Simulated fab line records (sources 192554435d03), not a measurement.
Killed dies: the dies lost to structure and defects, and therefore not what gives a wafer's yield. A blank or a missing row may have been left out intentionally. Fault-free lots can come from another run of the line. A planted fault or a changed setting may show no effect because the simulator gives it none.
Comparing a struck lot with a sound one | flow n5 finfet | 15 out of 1938 route steps
Sound: these wafers, L268.1, L268.2, L268.3. Wafers struck: L278.3, L278.4, L278.6. At the end, the cause is stated.
Each step with rows lists, per side, the tool, then ch with its chambers, then its first start. Under that, the readings that differ: sound wafers | struck wafers | difference of the means | sigmas: that difference in standard deviations of wafers without a fault.
alike: words and numbers the same on both sides, and readings whose means are apart by under 2 such deviations; not compared: readings that were withheld, readings missing a value for some wafer, numbers with overlapping values and no deviation given by the record, and bounds like >300 which may hide the same value.
Wherever a step has rows on one side only, a row that says differs or no value, or a row with sigmas, the two part there. When numbers do not overlap yet have no deviation, they are printed without sigmas and do not part them. Lack of a reading on every wafer of one side parts them only where that side has two or more wafers.

first, 1 step without rows for these wafers: N5_BEOL_M4_ANNEAL_80 (time 240 s).
N5_BEOL_M4_SPUTTER_81: material Cu, target thk 4.5 nm, time 8.29 s.
  sound on pvd sputter-02 at day 11 01:34; struck on pvd sputter-02 at day 13 06:02
  alike: throttle valve pct
then, 1 step without rows for these wafers: N5_BEOL_M4_ANNEAL_82 (time 240 s).
N5_BEOL_M4_SPUTTER_86: material Cu, target thk 4.5 nm, time 8.29 s.
  sound on pvd sputter-02 at day 11 01:47; struck on pvd sputter-02 at day 13 06:16
  alike: throttle valve pct
then, 3 steps without rows for these wafers: N5_BEOL_M4_ANNEAL_87 (time 240 s); N5_BEOL_M4_SPUTTER_88 (material Cu, target thk 4.5 nm, time 8.29 s); N5_BEOL_M4_ANNEAL_89 (time 240 s).
N5_BEOL_M4_SPUTTER_90: material Cu, target thk 4.5 nm, time 8.29 s.
  sound on pvd sputter-02 at day 11 02:13; struck on pvd sputter-02 at day 13 06:42
  alike: throttle valve pct
N5_BEOL_M4_ANNEAL_91: time 240 s.
  sound on pvd sputter-02 at day 11 02:18; struck on pvd sputter-02 at day 13 06:47
  alike: heater power w, susceptor temp C
N5_BEOL_M4_SPUTTER_92: material Cu, target thk 4.5 nm, time 8.29 s.
  sound on pvd sputter-02 at day 11 02:26; struck on pvd sputter-02 at day 13 06:55
  alike: throttle valve pct
then, 2 steps without rows for these wafers: N5_BEOL_M4_ANNEAL_93 (time 240 s); N5_BEOL_M4_SPUTTER_94 (material Cu, target thk 4.5 nm, time 8.29 s).
N5_BEOL_M4_ANNEAL_95: time 240 s.
  sound on pvd sputter-02 at day 11 02:44; struck on pvd sputter-02 at day 13 07:13
  no value came back on the struck wafers for heater power w (W), susceptor temp C (C); on the sound wafers heater power w (W) reads 729 801 800
then, 1 step without rows for these wafers: N5_BEOL_M4_SPUTTER_96 (material Cu, target thk 4.5 nm, time 8.29 s).
N5_BEOL_M4_RC_MEAS_101:
  sound on prober-02 ch 0, day 11 03:59; struck on prober-02 ch 0, day 13 09:02
  alike: DIBL_N, DIBL_P, IOFF_N, IOFF_P, ION_N, ION_P, SS_N, SS_P, VT_N, VT_P

== WHERE THEY PART ==
Only at N5_BEOL_M4_ANNEAL_95, as far as this record shows. Later steps at which nothing parts them and some readings are alike: N5_BEOL_M4_RC_MEAS_101.

WHY: the cause the simulator had injected
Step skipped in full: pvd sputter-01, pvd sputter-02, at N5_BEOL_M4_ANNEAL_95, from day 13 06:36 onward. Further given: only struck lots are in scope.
